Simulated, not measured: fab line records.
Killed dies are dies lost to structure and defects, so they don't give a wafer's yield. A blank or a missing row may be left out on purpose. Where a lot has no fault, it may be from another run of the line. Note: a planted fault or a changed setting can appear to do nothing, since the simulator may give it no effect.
Matching of chambers    flow n5Finfet    4 sister chambers for N5_SDB_STRIP_21 on rieDiel-02
The step strips in CF4. 8 wafers are shown with their chamber, then 10 later ones without.

EACH WAFER AND ITS CHAMBER
wafer   chamber  drypumpMotorCurrentA (A)  throttleValvePct (%)
L076.5  3        5.43                      13.78
L077.1  3        5.39                      13.77
L080.6  1        5.67                      13.94
L083.1  0        5.81                      13.62
L083.3  1        5.67                      13.96
L083.4  2        5.36                      13.40
L088.2  0        5.78                      13.64
L088.4  2        5.36                      13.42

WAFERS MISSING THEIR CHAMBER
wafer   drypumpMotorCurrentA (A)  throttleValvePct (%)
L088.6  5.38                      13.84
L089.1  5.80                      13.66
L089.2  5.39                      13.83
L089.3  5.37                      13.43
L090.1  5.43                      13.84
L090.2  5.81                      13.65
L090.3  5.37                      13.45
L096.2  5.37                      13.48
L096.3  5.82                      13.70
L096.6  5.68                      13.40

WHICH CHAMBER EACH ONE RAN IN
wafer   from the rows above      in truth
L088.6  3                        3
L089.1  0                        0
L089.2  3                        3
L089.3  2                        2
L090.1  3                        3
L090.2  0                        0
L090.3  2                        2
L096.2  2                        2
L096.3  0                        0
L096.6  can't be placed: 2 or 0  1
9 of 10 placed correctly. Not placeable from these rows: 1 (in 0, the candidates include the true chamber). Number placed wrongly: 0.
How it was worked out, from the rows above alone: a wafer's distance from a chamber is the root of the sum, over the readings, of the square of ((its reading less the chamber's mean) divided by the reading's scatter). The wafer belongs to the nearest chamber; if the next one is less than 2 further off, it can't be placed. For every chamber, the mean is computed from those of its wafers that are shown. The scatter is the square root of a quotient: the sum, over the shown wafers, of each reading's squared deviation from its chamber's mean, divided by wafers minus chambers.
